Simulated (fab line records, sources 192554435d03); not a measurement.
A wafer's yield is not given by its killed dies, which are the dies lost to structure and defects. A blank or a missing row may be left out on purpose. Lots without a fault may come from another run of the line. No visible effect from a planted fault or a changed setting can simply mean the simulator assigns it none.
Which tool was responsible? -- flow n5 finfet -- 10 lots with 30 wafers sampled at 2 steps, on a route of 1938 steps

WHAT THE GAUGES READ, wafer by wafer
N5_ZERO_LAYER_INSPECT_20: inspects for defects (darkfield).
lot,measured,on,raw defect count
L626,day 2 01:49,defect inspect-02,49 37 45
L628,day 2 13:32,defect inspect-02,44 17 24
L631,day 3 07:23,defect inspect-02,43 78 54
L633,day 3 19:23,defect inspect-02,18 516 459
L641,day 5 19:23,defect inspect-02,70 61 99
L642,day 6 01:20,defect inspect-01,52 34 75
L644,day 6 13:18,defect inspect-02,41 42 26
L645,day 6 19:17,defect inspect-02,73 39 35
L646,day 7 01:26,defect inspect-02,55 38 51
L647,day 7 07:23,defect inspect-02,41 32 44

WHICH TOOL RAN EACH LOT (tool, then ch and the chambers of the sampled wafers, then the start)
lot,N5_ZERO_LAYER_ETCH_17
L626,"rie diel-01 ch 0,2, day 2 01:02"
L628,"rie diel-02 ch 0,2,3, day 2 12:56"
L631,"rie diel-06 ch 2,3, day 3 06:50"
L633,"rie diel-02 ch 0,3, day 3 18:51"
L641,"rie diel-01 ch 0,1, day 5 18:52"
L642,"rie diel-06 ch 1,2,3, day 6 00:49"
L644,"rie diel-01 ch 1,2,3, day 6 12:44"
L645,"rie diel-02 ch 2,3, day 6 18:44"
L646,"rie diel-01 ch 0,1,3, day 7 00:53"
L647,"rie diel-01 ch 2,3, day 7 06:51"
- N5_ZERO_LAYER_ETCH_17: etches SiO2 in CF4, target depth 12 nm, time 13.3 s.

THE ANSWER, worked out from the rows above alone
Rule: the usual values come from the lots themselves. The widest of any qualifying gaps counts: lots, ordered by their means at a reading, are off when they make up no more than a third of the lots, leave a main group of 4 or more, and stand apart from it by 3 or more times the standard deviation of that group's means. A main group whose means are all the same, to the digits that the tables above print for the reading, isn't used. Also off: a lot with no number at a reading for which 4 or more lots have one. Where the step has rows for the other lots, those lots are counted as sound.
Off, at N5_ZERO_LAYER_INSPECT_20 on raw defect count: L633. Mean 48 and standard deviation 13 in the main group.
A tool fits if, at a process step before that reading, it ran every lot that is off, and no sound lot after the first of them. Those tools and the gauges at N5_ZERO_LAYER_INSPECT_20 are tried in the same way. No candidate that was tried fits.

WHAT THE SIMULATOR HAD INSERTED
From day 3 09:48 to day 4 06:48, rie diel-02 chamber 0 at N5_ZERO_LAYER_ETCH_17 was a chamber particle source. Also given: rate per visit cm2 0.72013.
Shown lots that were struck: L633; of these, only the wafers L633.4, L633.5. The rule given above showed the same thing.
